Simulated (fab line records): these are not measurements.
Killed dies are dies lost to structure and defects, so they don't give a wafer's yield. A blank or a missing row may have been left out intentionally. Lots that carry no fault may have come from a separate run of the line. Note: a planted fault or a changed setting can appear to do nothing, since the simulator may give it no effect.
Which tool did it? / flow n5_finfet / 36 wafers from 12 lots sampled at 2 of the route's 1938 steps

WHAT EACH GAUGE READ, for each wafer
N5_BEOL_M5_OVL_MEAS_29.
lot=L076; measured=day 8 05:48; on=overlay-02; V4_OVL (nm)=-0.2 -0.3 -0.3
lot=L078; measured=day 9 05:17; on=overlay-01; V4_OVL (nm)=-0.9 -0.8 1.2
lot=L079; measured=day 9 08:17; on=overlay-02; V4_OVL (nm)=-0.5 0.4 0.1
lot=L081; measured=day 10 01:41; on=overlay-02; V4_OVL (nm)=1.2 0.0 0.2
lot=L082; measured=day 10 09:26; on=overlay-01; V4_OVL (nm)=-0.7 -0.4 0.0
lot=L085; measured=day 10 18:17; on=overlay-02; V4_OVL (nm)=0.1 0.6 1.0
lot=L088; measured=day 11 11:22; on=overlay-01; V4_OVL (nm)=1.3 0.3 0.5
lot=L090; measured=day 12 03:38; on=overlay-01; V4_OVL (nm)=0.3 0.3 -0.1
lot=L092; measured=day 12 05:01; on=overlay-01; V4_OVL (nm)=0.3 0.7 -0.2
lot=L093; measured=day 13 00:55; on=overlay-02; V4_OVL (nm)=0.4 0.6 1.1
lot=L094; measured=day 13 10:08; on=overlay-01; V4_OVL (nm)=0.5 1.5 0.9
lot=L097; measured=day 13 22:44; on=overlay-01; V4_OVL (nm)=-0.4 -0.3 0.1

TOOL THAT RAN EACH LOT (tool first, then ch and the chambers of the sampled wafers, then the start)
lot=L076; N5_BEOL_M5_DESCUM_16=rie_diel-03 ch 1,2,3, day 8 04:16
lot=L078; N5_BEOL_M5_DESCUM_16=rie_diel-02 ch 2,3, day 9 03:40
lot=L079; N5_BEOL_M5_DESCUM_16=rie_diel-05 ch 1,3, day 9 07:05
lot=L081; N5_BEOL_M5_DESCUM_16=rie_diel-03 ch 2,3, day 10 00:55
lot=L082; N5_BEOL_M5_DESCUM_16=rie_diel-03 ch 0,2, day 10 08:10
lot=L085; N5_BEOL_M5_DESCUM_16=rie_diel-02 ch 2,3, day 10 17:17
lot=L088; N5_BEOL_M5_DESCUM_16=rie_diel-05 ch 0,2,3, day 11 10:23
lot=L090; N5_BEOL_M5_DESCUM_16=rie_diel-05 ch 1,2, day 12 02:19
lot=L092; N5_BEOL_M5_DESCUM_16=rie_diel-03 ch 0,1,3, day 12 03:41
lot=L093; N5_BEOL_M5_DESCUM_16=rie_diel-02 ch 0,2,3, day 12 21:48
lot=L094; N5_BEOL_M5_DESCUM_16=rie_diel-03 ch 0,1,2, day 13 08:01
lot=L097; N5_BEOL_M5_DESCUM_16=rie_diel-03 ch 0,1, day 13 21:27
- N5_BEOL_M5_DESCUM_16: chemistry O2, time 7 s.

THE ANSWER, worked out from the rows above alone
Rule: the usual values come from the lots themselves. Put in order of their means at a reading, lots are off if they are a third of the lots or fewer, leave a main group of 4 or more, and stand apart from it by a gap of 3 or more times the standard deviation of the main group's means; of several such gaps the widest counts. A main group is skipped when, at the precision printed for the reading in the tables above, its means are all equal. Also off: a lot with no number at a reading for which 4 or more lots have one. The other lots that the step has rows for count as sound.
Across all readings shown, no lot is off: no conclusion can be drawn from this.

WHAT THE SIMULATOR HAD PUT IN
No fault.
